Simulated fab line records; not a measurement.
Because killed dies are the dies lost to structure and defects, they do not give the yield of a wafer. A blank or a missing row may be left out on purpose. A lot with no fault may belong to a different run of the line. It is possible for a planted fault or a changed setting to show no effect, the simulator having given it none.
Chamber matching / flow nand harc / NHARC_P_GATE_DESCUM_48 on rie diel-13: 4 sister chambers
The step chemistry O2, time 3 s. 16 wafers are shown with their chamber, then 8 later ones without.

EACH WAFER AND ITS CHAMBER
wafer=L575.4; chamber=0; drypump motor current A (A)=5.4; showerhead plenum p Torr (Torr)=1.81; throttle valve pct (%)=11.315
wafer=L575.5; chamber=3; drypump motor current A (A)=5.9; showerhead plenum p Torr (Torr)=1.84; throttle valve pct (%)=11.319
wafer=L575.6; chamber=2; drypump motor current A (A)=5.7; showerhead plenum p Torr (Torr)=1.83; throttle valve pct (%)=11.306
wafer=L579.3; chamber=3; drypump motor current A (A)=5.8; showerhead plenum p Torr (Torr)=1.84; throttle valve pct (%)=11.334
wafer=L579.4; chamber=2; drypump motor current A (A)=5.6; showerhead plenum p Torr (Torr)=1.83; throttle valve pct (%)=11.312
wafer=L579.5; chamber=1; drypump motor current A (A)=5.1; showerhead plenum p Torr (Torr)=1.83; throttle valve pct (%)=11.303
wafer=L580.1; chamber=2; drypump motor current A (A)=5.7; showerhead plenum p Torr (Torr)=1.83; throttle valve pct (%)=11.300
wafer=L580.3; chamber=3; drypump motor current A (A)=5.8; showerhead plenum p Torr (Torr)=1.83; throttle valve pct (%)=11.310
wafer=L580.5; chamber=1; drypump motor current A (A)=5.1; showerhead plenum p Torr (Torr)=1.83; throttle valve pct (%)=11.306
wafer=L582.2; chamber=2; drypump motor current A (A)=5.7; showerhead plenum p Torr (Torr)=1.83; throttle valve pct (%)=11.307
wafer=L582.3; chamber=1; drypump motor current A (A)=5.0; showerhead plenum p Torr (Torr)=1.83; throttle valve pct (%)=11.301
wafer=L582.4; chamber=3; drypump motor current A (A)=5.9; showerhead plenum p Torr (Torr)=1.83; throttle valve pct (%)=11.324
wafer=L588.3; chamber=2; drypump motor current A (A)=5.7; showerhead plenum p Torr (Torr)=1.83; throttle valve pct (%)=11.290
wafer=L588.4; chamber=0; drypump motor current A (A)=5.4; showerhead plenum p Torr (Torr)=1.81; throttle valve pct (%)=11.317
wafer=L588.6; chamber=2; drypump motor current A (A)=5.7; showerhead plenum p Torr (Torr)=1.83; throttle valve pct (%)=11.324
wafer=L591.1; chamber=1; drypump motor current A (A)=5.1; showerhead plenum p Torr (Torr)=1.83; throttle valve pct (%)=11.319

SIGNATURES (averages over the wafers above)
reading=drypump motor current A; chamber 0=5.400; chamber 1=5.075; chamber 2=5.683; chamber 3=5.850; scatter within a chamber=0.0464
reading=showerhead plenum p Torr; chamber 0=1.8100; chamber 1=1.8300; chamber 2=1.8300; chamber 3=1.8350; scatter within a chamber=0.00289
reading=throttle valve pct; chamber 0=11.31600; chamber 1=11.30725; chamber 2=11.30650; chamber 3=11.32175; scatter within a chamber=0.00979
Rule: for each reading, subtract the chamber's mean from the wafer's reading, divide by that reading's scatter and square the result; add these up over the readings and take the root, which gives the wafer's distance from the chamber. The wafer belongs to the nearest chamber; if the next one is less than 2 further off, it can't be placed. How the scatter is found: for the shown wafers, subtract from each reading the mean of its chamber, square and add these, divide the total by (wafers less chambers), then take the root.

WAFERS WITHOUT THEIR CHAMBER
wafer=L591.4; drypump motor current A (A)=5.4; showerhead plenum p Torr (Torr)=1.81; throttle valve pct (%)=11.322
wafer=L591.5; drypump motor current A (A)=5.7; showerhead plenum p Torr (Torr)=1.83; throttle valve pct (%)=11.304
wafer=L593.2; drypump motor current A (A)=5.7; showerhead plenum p Torr (Torr)=1.83; throttle valve pct (%)=11.295
wafer=L593.3; drypump motor current A (A)=5.1; showerhead plenum p Torr (Torr)=1.83; throttle valve pct (%)=11.311
wafer=L593.5; drypump motor current A (A)=5.7; showerhead plenum p Torr (Torr)=1.83; throttle valve pct (%)=11.321
wafer=L596.1; drypump motor current A (A)=5.4; showerhead plenum p Torr (Torr)=1.81; throttle valve pct (%)=11.307
wafer=L596.3; drypump motor current A (A)=5.7; showerhead plenum p Torr (Torr)=1.83; throttle valve pct (%)=11.317
wafer=L596.4; drypump motor current A (A)=5.9; showerhead plenum p Torr (Torr)=1.83; throttle valve pct (%)=11.310

THE CHAMBER EACH PASSED THROUGH
wafer=L591.4; from the rows above=0; in truth=0
wafer=L591.5; from the rows above=2; in truth=2
wafer=L593.2; from the rows above=2; in truth=2
wafer=L593.3; from the rows above=1; in truth=1
wafer=L593.5; from the rows above=2; in truth=2
wafer=L596.1; from the rows above=0; in truth=0
wafer=L596.3; from the rows above=2; in truth=2
wafer=L596.4; from the rows above=3; in truth=3
8 of 8 placed correctly. Left unplaced by these rows: 0. 0 placed wrongly.
